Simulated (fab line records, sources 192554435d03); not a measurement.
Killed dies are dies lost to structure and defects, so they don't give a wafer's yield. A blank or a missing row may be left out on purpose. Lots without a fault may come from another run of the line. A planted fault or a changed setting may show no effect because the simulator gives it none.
Which tool did it? | flow n5_finfet | 9 lots, 27 wafers sampled, at 2 steps of a route of 1938

WHAT THE GAUGES READ, wafer by wafer
N5_BEOL_M4_CD_MEAS_18: pitch 36 nm, target cd 18 nm.
lot  | measured     | on        | cd_nm (nm)
L919 | day 8 18:59  | cd_sem-02 | 18.4 18.5 18.5
L920 | day 8 19:36  | cd_sem-03 | 18.2 17.7 17.6
L921 | day 9 00:29  | cd_sem-03 | 17.5 17.7 18.4
L922 | day 9 00:37  | cd_sem-03 | 17.9 17.6 18.3
L925 | day 10 00:50 | cd_sem-03 | 18.4 18.3 17.7
L927 | day 10 06:44 | cd_sem-03 | 18.1 17.9 18.2
L929 | day 11 06:22 | cd_sem-01 | 18.2 18.1 18.2
L935 | day 12 10:11 | cd_sem-01 | 17.9 18.0 18.6
L937 | day 13 05:41 | cd_sem-03 | 17.5 18.0 17.8

WHICH TOOL RAN EACH LOT (tool, then ch and the chambers of the sampled wafers, then the start)
lot  | N5_BEOL_M4_ETCH_63
L919 | rie_diel-01 ch 1,2, day 8 18:36
L920 | rie_diel-06 ch 0,1,3, day 8 19:08
L921 | rie_diel-06 ch 0,1, day 9 00:02
L922 | rie_diel-03 ch 0,1,2, day 9 00:14
L925 | rie_diel-01 ch 0,2,3, day 10 00:26
L927 | rie_diel-06 ch 2,3, day 10 06:19
L929 | rie_diel-03 ch 0,1,3, day 11 05:26
L935 | rie_diel-06 ch 0,1, day 12 09:43
L937 | rie_diel-06 ch 1,3, day 13 05:17
- N5_BEOL_M4_ETCH_63: etches SiARC in CF4, target depth 15.6 nm, time 26 s.

THE ANSWER, worked out from the rows above alone
Rule: what is usual is taken from the lots themselves. Put in order of their means at a reading, lots are off if they are a third of the lots or fewer, leave a main group of 4 or more, and stand apart from it by a gap of 3 or more times the standard deviation of the main group's means; of several such gaps the widest counts. A main group whose means are all the same, to the digits that the tables above print for the reading, isn't used. A lot without any number at a reading at which 4 lots or more have one is off too. The other lots that the step has rows for count as sound.
No lot is off at any reading shown: from this, nothing can be told.

WHAT THE SIMULATOR HAD PUT IN
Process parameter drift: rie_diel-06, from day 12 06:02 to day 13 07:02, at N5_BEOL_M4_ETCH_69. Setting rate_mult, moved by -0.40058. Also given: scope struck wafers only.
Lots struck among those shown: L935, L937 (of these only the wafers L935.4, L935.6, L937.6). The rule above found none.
